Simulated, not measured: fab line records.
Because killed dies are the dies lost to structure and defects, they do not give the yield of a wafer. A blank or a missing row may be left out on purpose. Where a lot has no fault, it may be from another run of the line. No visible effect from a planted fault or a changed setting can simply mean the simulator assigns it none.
Which tool was responsible? ; flow nandHarc ; Sampling: 13 lots, 39 wafers, 6 of 1159 route steps

WHAT THE GAUGES READ, wafer by wafer
NHARC_P_GATE_OVL_MEAS_27.
lot;measured;on;overlayXNm (nm);overlayYNm (nm)
L783;day 4 17:14;overlay-02;0.9 0.9 0.6;0.1 0.1 -0.3
L784;day 4 23:16;overlay-02;-1.0 -1.3 -1.6;0.4 -0.3 -0.2
L785;day 5 13:11;overlay-02;-1.4 -1.1 -1.0;0.9 1.7 1.4
L786;day 5 11:52;overlay-01;-1.1 -0.9 -1.3;-0.6 -0.1 -0.4
L788;day 6 06:50;overlay-02;-0.3 -0.4 -0.5;0.8 0.8 0.4
L789;day 6 07:01;overlay-01;-0.2 0.0 0.3;0.0 0.5 0.3
L792;day 6 21:12;overlay-01;-0.2 -0.2 -0.8;0.0 -0.1 -0.5
L800;day 9 01:35;overlay-01;-1.3 -0.3 -0.7;-0.3 -0.8 -0.4
L801;day 9 03:53;overlay-02;-0.4 0.0 -0.3;-0.1 -0.6 -0.3
L802;day 9 11:21;overlay-02;-1.8 -1.0 -1.5;0.6 0.0 0.0
L803;day 9 11:39;overlay-02;0.8 0.3 0.2;-1.3 -0.7 -0.7
L805;day 9 22:50;overlay-02;-0.8 -0.6 -0.6;-0.2 0.0 0.0
L806;day 10 13:08;overlay-01;0.3 0.6 0.4;0.7 0.2 0.8

NHARC_P_GATE_CD_MEAS_46: target cd 720 nm.
lot;measured;on;cdNm (nm)
L783;day 5 05:04;cdSem-02;721.1 719.9 719.8
L784;day 5 11:10;cdSem-02;716.6 719.2 717.4
L785;day 6 00:55;cdSem-01;720.8 720.3 718.9
L786;day 5 23:54;cdSem-01;719.3 719.4 718.3
L788;day 6 18:40;cdSem-03;719.3 717.0 717.2
L789;day 6 19:04;cdSem-03;718.5 719.8 719.6
L792;day 7 09:11;cdSem-03;604.0 605.4 602.4
L800;day 9 13:55;cdSem-01;718.8 721.8 715.7
L801;day 9 17:37;cdSem-03;719.1 716.3 719.9
L802;day 9 23:14;cdSem-03;718.8 719.7 719.3
L803;day 9 23:44;cdSem-03;720.6 718.4 718.5
L805;day 10 10:49;cdSem-02;722.1 716.4 718.2
L806;day 11 01:11;cdSem-01;718.0 721.1 720.4

NHARC_END_SORT_01.
lot;measured;on;killedAtArray;killedAtOther;killedAtPeriphery;killedDies;killedOpen;killedShort
L792;day 21 13:59;prober-02;16 27 21;0 0 0;210 194 194;226 221 215;3 4 3;2 3 0

WHAT TOOL EACH LOT RAN ON (gives the tool, then ch and the chambers of the sampled wafers, and finally the start)
lot;NHARC_P_STI_CMP_21;NHARC_P_GATE_EXPOSE_43;NHARC_P_GATE_STRIP_75
L783;cmp-04 ch 1,2,3, day 3 10:07;krfScanner-04 ch 0, day 5 04:55;plasmaAsher-02 ch 0,1, day 5 06:50
L784;cmp-01 ch 1,2,3, day 3 14:43;krfScanner-02 ch 0, day 5 11:01;plasmaAsher-01 ch 0,1, day 5 12:31
L785;cmp-04 ch 0,2,3, day 4 04:57;krfScanner-01 ch 0, day 6 00:46;plasmaAsher-02 ch 0,1, day 6 02:17
L786;cmp-03 ch 2,3, day 4 04:58;krfScanner-01 ch 0, day 5 23:45;plasmaAsher-02 ch 0,1, day 6 00:50
L788;cmp-01 ch 0,1,3, day 4 20:14;krfScanner-04 ch 0, day 6 18:31;plasmaAsher-02 ch 0,1, day 6 19:32
L789;cmp-03 ch 1,2, day 4 20:14;krfScanner-01 ch 0, day 6 18:55;plasmaAsher-01 ch 0,1, day 6 19:56
L792;cmp-01 ch 1,2, day 5 13:12;krfScanner-01 ch 0, day 7 09:01;plasmaAsher-01 ch 0,1, day 7 10:02
L800;cmp-01 ch 0,1,3, day 7 13:39;krfScanner-01 ch 0, day 9 13:45;plasmaAsher-01 ch 0,1, day 9 14:45
L801;cmp-01 ch 0,1,3, day 7 20:20;krfScanner-01 ch 0, day 9 17:27;plasmaAsher-02 ch 0,1, day 9 18:40
L802;cmp-03 ch 0,2,3, day 8 04:59;krfScanner-01 ch 0, day 9 23:05;plasmaAsher-01 ch 0,1, day 10 00:30
L803;cmp-04 ch 0,1,2, day 8 05:01;krfScanner-04 ch 0, day 9 23:35;plasmaAsher-01 ch 0,1, day 10 00:53
L805;cmp-04 ch 2,3, day 8 14:34;krfScanner-01 ch 0, day 10 10:40;plasmaAsher-01 ch 0,1, day 10 11:43
L806;cmp-03 ch 0,2, day 9 03:47;krfScanner-04 ch 0, day 11 01:01;plasmaAsher-01 ch 0, day 11 02:02
- NHARC_P_STI_CMP_21: polishes, t overpolish 20 s, target thk 380.67 nm.
- NHARC_P_GATE_EXPOSE_43: exposes mask P NSD, target cd 720 nm.
- NHARC_P_GATE_STRIP_75: strips in O2.

WHAT THE TOOLS THEMSELVES READ (means of the sampled wafers that have a number; where no wafer has one, the mark that the record gives instead)
NHARC_P_STI_CMP_21.
lot;tool;motorCurrentA (A);overpolishRunS (s);retainingRingPressureFrac
L783;cmp-04;10.0;19.998;1.003
L784;cmp-01;11.9;20.001;1.004
L785;cmp-04;10.8;20.002;1.002
L786;cmp-03;10.5;20.002;1.000
L788;cmp-01;12.6;20.002;0.997
L789;cmp-03;12.0;20.004;1.000
L792;cmp-01;11.6;20.009;0.999
L800;cmp-01;12.5;20.006;1.004
L801;cmp-01;12.2;19.990;1.001
L802;cmp-03;12.3;19.998;1.008
L803;cmp-04;10.6;19.997;1.002
L805;cmp-04;10.6;20.002;0.998
L806;cmp-03;13.0;19.994;0.996

NHARC_P_GATE_STRIP_75.
lot;tool;drypumpMotorCurrentA (A);heaterPowerW (W);tempC (C)
L783;plasmaAsher-02;5.8;300;249.86
L784;plasmaAsher-01;6.3;322;250.05
L785;plasmaAsher-02;5.8;295;249.80
L786;plasmaAsher-02;5.6;299;249.78
L788;plasmaAsher-02;5.8;301;250.12
L789;plasmaAsher-01;6.4;323;249.94
L792;plasmaAsher-01;6.3;325;249.91
L800;plasmaAsher-01;6.4;326;250.03
L801;plasmaAsher-02;5.6;305;249.86
L802;plasmaAsher-01;6.3;321;249.96
L803;plasmaAsher-01;6.3;324;249.91
L805;plasmaAsher-01;6.2;331;249.88
L806;plasmaAsher-01;6.4;314;249.85

THE ANSWER, worked out from the rows above alone
Rule: usual is defined by the lots themselves. The widest of any qualifying gaps counts: lots, ordered by their means at a reading, are off when they make up no more than a third of the lots, leave a main group of 4 or more, and stand apart from it by 3 or more times the standard deviation of that group's means. If all means in a main group match to the digits the tables above print for the reading, that group is not used. A lot without any number at a reading at which 4 lots or more have one is off too. All remaining lots with rows at the step are treated as sound. Order of review: gauges by route order, followed by the tools' own readings, for which a lot's mean as printed above is used. At the first step where some lot is off, the reading lying furthest off is the one used; lots without a number count as furthest.
Off at NHARC_P_GATE_CD_MEAS_46 (cdNm): L792. Mean 719.0 nm and standard deviation 0.75 in the main group.
A tool fits if, at a process step before that reading, it ran every lot that is off, and no sound lot after the first of them. Those tools and the gauges at NHARC_P_GATE_CD_MEAS_46 are tried in the same way. No candidate that was tried fits.

WHAT THE SIMULATOR HAD PUT IN
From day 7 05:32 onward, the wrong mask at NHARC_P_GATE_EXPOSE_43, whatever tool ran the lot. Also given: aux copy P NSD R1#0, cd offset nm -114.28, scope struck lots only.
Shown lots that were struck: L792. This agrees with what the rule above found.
